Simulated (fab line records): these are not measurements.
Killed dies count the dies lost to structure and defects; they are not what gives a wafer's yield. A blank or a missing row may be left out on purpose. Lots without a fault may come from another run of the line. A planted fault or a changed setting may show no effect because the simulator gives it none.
Matching of chambers | flow n5-finfet | rie-diel-02 running N5_BEOL_M4_ETCH_77: 4 sister chambers
The step etches underlayer in N2/H2, target depth 6.5 nm, time 5.2 s. 4 wafers are shown with their chamber, then 10 later ones without.

EACH WAFER AND ITS CHAMBER
wafer  | chamber | showerhead-plenum-p-Torr (Torr)
L082.1 | 3       | 2.65
L082.3 | 0       | 2.53
L090.3 | 1       | 2.47
L090.4 | 2       | 2.48

WAFERS MISSING THEIR CHAMBER
wafer  | showerhead-plenum-p-Torr (Torr)
L090.5 | 2.48
L092.1 | 2.53
L092.2 | 2.64
L092.3 | 2.48
L092.4 | 2.47
L092.5 | 2.53
L092.6 | 2.47
L094.1 | 2.52
L094.5 | 2.47
L094.6 | 2.52

EACH ONE'S CHAMBER
wafer  | from the rows above     | in truth
L090.5 | can't be placed: 2 or 1 | 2
L092.1 | 0                       | 0
L092.2 | 3                       | 3
L092.3 | can't be placed: 2 or 1 | 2
L092.4 | can't be placed: 1 or 2 | 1
L092.5 | 0                       | 0
L092.6 | can't be placed: 1 or 2 | 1
L094.1 | 0                       | 0
L094.5 | can't be placed: 1 or 2 | 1
L094.6 | 0                       | 0
Placed correctly: 5 of 10. From these rows, 5 cannot be placed; in 5 the true chamber is one of the candidates. Placed wrongly: 0.
How it was worked out, from the rows above alone: a wafer's distance from a chamber is the root of the sum, over the readings, of the square of ((its reading less the chamber's mean) divided by the reading's scatter). If the next closest chamber is less than 2 further off than the closest, the wafer can't be placed; otherwise it belongs to the closest. For every chamber, the mean is computed from those of its wafers that are shown. The scatter: with one shown wafer a chamber, the root of the mean of the squares of how far each hidden wafer lies from its nearest shown one.
